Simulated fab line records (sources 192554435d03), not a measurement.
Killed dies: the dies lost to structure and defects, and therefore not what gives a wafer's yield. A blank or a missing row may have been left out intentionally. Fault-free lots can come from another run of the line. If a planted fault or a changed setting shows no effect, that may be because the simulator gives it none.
Matching of chambers || flow n5_finfet || rie_diel-02 running N5_BEOL_M14_STRIP_37: 4 sister chambers
The step strips in O2. 8 wafers are shown with their chamber, then 12 later ones without.

== WAFERS PAIRED WITH THEIR CHAMBERS ==
{"wafer": "L081.6", "chamber": 3, "showerhead_plenum_p_Torr (Torr)": 2.23, "drypump_motor_current_A (A)": 5.7}
{"wafer": "L083.5", "chamber": 1, "showerhead_plenum_p_Torr (Torr)": 2.18, "drypump_motor_current_A (A)": 5.5}
{"wafer": "L083.6", "chamber": 2, "showerhead_plenum_p_Torr (Torr)": 2.08, "drypump_motor_current_A (A)": 5.0}
{"wafer": "L085.2", "chamber": 1, "showerhead_plenum_p_Torr (Torr)": 2.17, "drypump_motor_current_A (A)": 5.6}
{"wafer": "L085.6", "chamber": 3, "showerhead_plenum_p_Torr (Torr)": 2.22, "drypump_motor_current_A (A)": 5.8}
{"wafer": "L088.1", "chamber": 0, "showerhead_plenum_p_Torr (Torr)": 2.09, "drypump_motor_current_A (A)": 5.3}
{"wafer": "L088.2", "chamber": 2, "showerhead_plenum_p_Torr (Torr)": 2.07, "drypump_motor_current_A (A)": 5.0}
{"wafer": "L088.4", "chamber": 0, "showerhead_plenum_p_Torr (Torr)": 2.09, "drypump_motor_current_A (A)": 5.3}

== WAFERS WITH NO CHAMBER GIVEN ==
{"wafer": "L090.1", "showerhead_plenum_p_Torr (Torr)": 2.07, "drypump_motor_current_A (A)": 5.0}
{"wafer": "L090.4", "showerhead_plenum_p_Torr (Torr)": 2.09, "drypump_motor_current_A (A)": 5.3}
{"wafer": "L090.6", "showerhead_plenum_p_Torr (Torr)": 2.22, "drypump_motor_current_A (A)": 5.8}
{"wafer": "L092.2", "showerhead_plenum_p_Torr (Torr)": 2.22, "drypump_motor_current_A (A)": 5.7}
{"wafer": "L092.4", "showerhead_plenum_p_Torr (Torr)": 2.22, "drypump_motor_current_A (A)": 5.8}
{"wafer": "L092.6", "showerhead_plenum_p_Torr (Torr)": 2.17, "drypump_motor_current_A (A)": 5.6}
{"wafer": "L093.1", "showerhead_plenum_p_Torr (Torr)": 2.08, "drypump_motor_current_A (A)": 5.3}
{"wafer": "L093.5", "showerhead_plenum_p_Torr (Torr)": 2.17, "drypump_motor_current_A (A)": 5.5}
{"wafer": "L093.6", "showerhead_plenum_p_Torr (Torr)": 2.08, "drypump_motor_current_A (A)": 5.4}
{"wafer": "L095.1", "showerhead_plenum_p_Torr (Torr)": 2.07, "drypump_motor_current_A (A)": 5.0}
{"wafer": "L095.2", "showerhead_plenum_p_Torr (Torr)": 2.21, "drypump_motor_current_A (A)": 5.7}
{"wafer": "L095.4", "showerhead_plenum_p_Torr (Torr)": 2.08, "drypump_motor_current_A (A)": 5.3}

== WHICH CHAMBER EACH ONE RAN IN ==
{"wafer": "L090.1", "from the rows above": 2, "in truth": 2}
{"wafer": "L090.4", "from the rows above": 0, "in truth": 0}
{"wafer": "L090.6", "from the rows above": 3, "in truth": 3}
{"wafer": "L092.2", "from the rows above": 3, "in truth": 3}
{"wafer": "L092.4", "from the rows above": 3, "in truth": 3}
{"wafer": "L092.6", "from the rows above": 1, "in truth": 1}
{"wafer": "L093.1", "from the rows above": 0, "in truth": 0}
{"wafer": "L093.5", "from the rows above": 1, "in truth": 1}
{"wafer": "L093.6", "from the rows above": 0, "in truth": 0}
{"wafer": "L095.1", "from the rows above": 2, "in truth": 2}
{"wafer": "L095.2", "from the rows above": 3, "in truth": 3}
{"wafer": "L095.4", "from the rows above": 0, "in truth": 0}
Correctly placed: 12 of 12. Not placeable from these rows: 0. Placed wrongly: 0.
How it was worked out, from the rows above alone: a wafer's distance from a chamber is the root of the sum, over the readings, of the square of ((its reading less the chamber's mean) divided by the reading's scatter). The wafer belongs to the nearest chamber; if the next one is less than 2 further off, it can't be placed. The mean given for a chamber averages the wafers shown for that chamber. The scatter is the square root of a quotient: the sum, over the shown wafers, of each reading's squared deviation from its chamber's mean, divided by wafers minus chambers.
